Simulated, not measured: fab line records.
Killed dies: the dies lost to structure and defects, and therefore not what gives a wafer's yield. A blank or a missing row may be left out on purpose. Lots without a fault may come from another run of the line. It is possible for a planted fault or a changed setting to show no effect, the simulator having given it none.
Matching of chambers | flow n5 finfet | pecvd-03 running N5_FIN_SAQP_HM_DEP_72: 3 sister chambers
The step deposits SiO2 from SiH4/N2O, target thk 12 nm, time 7.2 s. 6 wafers are shown with their chamber, then 10 later ones without.

== EACH WAFER AND ITS CHAMBER ==
wafer  | chamber | showerhead plenum p Torr (Torr) | heater power w (W)
L087.2 | 1       | 8.28                            | 884
L087.4 | 0       | 7.98                            | 606
L088.2 | 0       | 7.98                            | 675
L088.4 | 1       | 8.30                            | 901
L089.2 | 2       | 8.07                            | 686
L089.4 | 2       | 8.06                            | 676

== WAFERS WITH NO CHAMBER GIVEN ==
wafer  | showerhead plenum p Torr (Torr) | heater power w (W)
L089.5 | 7.96                            | 604
L090.1 | 8.08                            | 708
L090.4 | 8.29                            | 920
L090.5 | 7.97                            | 715
L091.2 | 8.07                            | 664
L091.3 | 7.97                            | 718
L091.5 | 7.96                            | 728
L094.2 | 8.30                            | 776
L094.4 | 8.04                            | 672
L094.5 | 7.99                            | 635

== WHICH CHAMBER EACH ONE RAN IN ==
wafer  | from the rows above | in truth
L089.5 | 0                   | 0
L090.1 | 2                   | 2
L090.4 | 1                   | 1
L090.5 | 0                   | 0
L091.2 | 2                   | 2
L091.3 | 0                   | 0
L091.5 | 0                   | 0
L094.2 | 1                   | 1
L094.4 | 2                   | 2
L094.5 | 0                   | 0
Correctly placed: 10 of 10. Number that these rows cannot place: 0. Placed wrongly: 0.
How it was worked out, from the rows above alone: a wafer's distance from a chamber is the root of the sum, over the readings, of the square of ((its reading less the chamber's mean) divided by the reading's scatter). The wafer belongs to the nearest chamber; if the next one is less than 2 further off, it can't be placed. Each chamber's mean is taken over the wafers shown for it. The scatter is the square root of a quotient: the sum, over the shown wafers, of each reading's squared deviation from its chamber's mean, divided by wafers minus chambers.
